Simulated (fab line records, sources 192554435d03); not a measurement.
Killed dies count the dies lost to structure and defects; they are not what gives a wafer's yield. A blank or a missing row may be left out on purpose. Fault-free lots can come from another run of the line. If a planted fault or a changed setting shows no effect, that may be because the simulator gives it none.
Chamber matching    flow n5 finfet    4 sister chambers for N5_BEOL_M12_DESCUM_33 on rie diel-02
The step chemistry O2, time 7.9 s. 4 wafers are shown with their chamber, then 7 later ones without.

== WAFERS PAIRED WITH THEIR CHAMBERS ==
wafer   chamber  throttle valve pct (%)
L081.1  1        20.52
L083.2  3        20.71
L086.3  0        20.08
L086.5  2        20.60

== WAFERS WHOSE CHAMBER IS MISSING ==
wafer   throttle valve pct (%)
L086.6  20.73
L092.1  20.12
L092.2  20.18
L092.5  20.77
L082.1  20.65
L082.3  20.21
L082.6  20.19

== WHICH CHAMBER EACH WENT THROUGH ==
wafer    from the rows above            in truth
L086.6   can't be placed: 3 or 2        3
L092.1   0                              0
L092.2   0                              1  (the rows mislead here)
L092.5   can't be placed: 3 or 2        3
L082.1   can't be placed: 2 or 3 or 1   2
L082.3   0                              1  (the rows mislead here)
L082.6   0                              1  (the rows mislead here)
Correct placement for 1 of the 7. From these rows, 3 cannot be placed; in 3 the true chamber is one of the candidates. Number placed wrongly: 3.
How it was worked out, from the rows above alone: a wafer's distance from a chamber is the root of the sum, over the readings, of the square of ((its reading less the chamber's mean) divided by the reading's scatter). The wafer belongs to the nearest chamber; if the next one is less than 2 further off, it can't be placed. The mean given for a chamber averages the wafers shown for that chamber. The scatter (one wafer shown for each chamber): square how far every hidden wafer sits from the nearest shown wafer, average those squares and take the square root.
